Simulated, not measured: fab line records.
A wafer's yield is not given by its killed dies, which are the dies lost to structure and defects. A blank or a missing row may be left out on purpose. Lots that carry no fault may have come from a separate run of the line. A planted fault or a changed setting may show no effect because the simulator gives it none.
Matching of chambers | flow n5Finfet | N5_GATE_CUT_DESCUM_18 on rieDiel-01 has 4 sister chambers
The step chemistry O2, time 7 s. 4 wafers are shown with their chamber, then 8 later ones without.

== EACH WAFER AND ITS CHAMBER ==
wafer  | chamber | drypumpMotorCurrentA (A)
L086.2 | 3       | 5.3
L088.1 | 0       | 4.9
L088.2 | 1       | 5.8
L089.1 | 2       | 5.0

== WAFERS MISSING THEIR CHAMBER ==
wafer  | drypumpMotorCurrentA (A)
L089.4 | 4.9
L089.6 | 4.9
L093.1 | 5.8
L093.5 | 5.4
L093.6 | 4.9
L096.2 | 5.8
L096.3 | 4.9
L096.4 | 5.0

== THE CHAMBER EACH PASSED THROUGH ==
wafer  | from the rows above | in truth
L089.4 | 0                   | 0
L089.6 | 0                   | 0
L093.1 | 1                   | 1
L093.5 | 3                   | 3
L093.6 | 0                   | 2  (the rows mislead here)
L096.2 | 1                   | 1
L096.3 | 0                   | 0
L096.4 | 2                   | 2
Correctly placed: 7 of 8. Number that these rows cannot place: 0. 1 placed wrongly.
How it was worked out, from the rows above alone: a wafer's distance from a chamber is the root of the sum, over the readings, of the square of ((its reading less the chamber's mean) divided by the reading's scatter). If the next closest chamber is less than 2 further off than the closest, the wafer can't be placed; otherwise it belongs to the closest. A chamber's mean is the mean of its shown wafers. The scatter: root of mean squared gap, hidden wafer to nearest shown wafer, with one shown wafer a chamber.
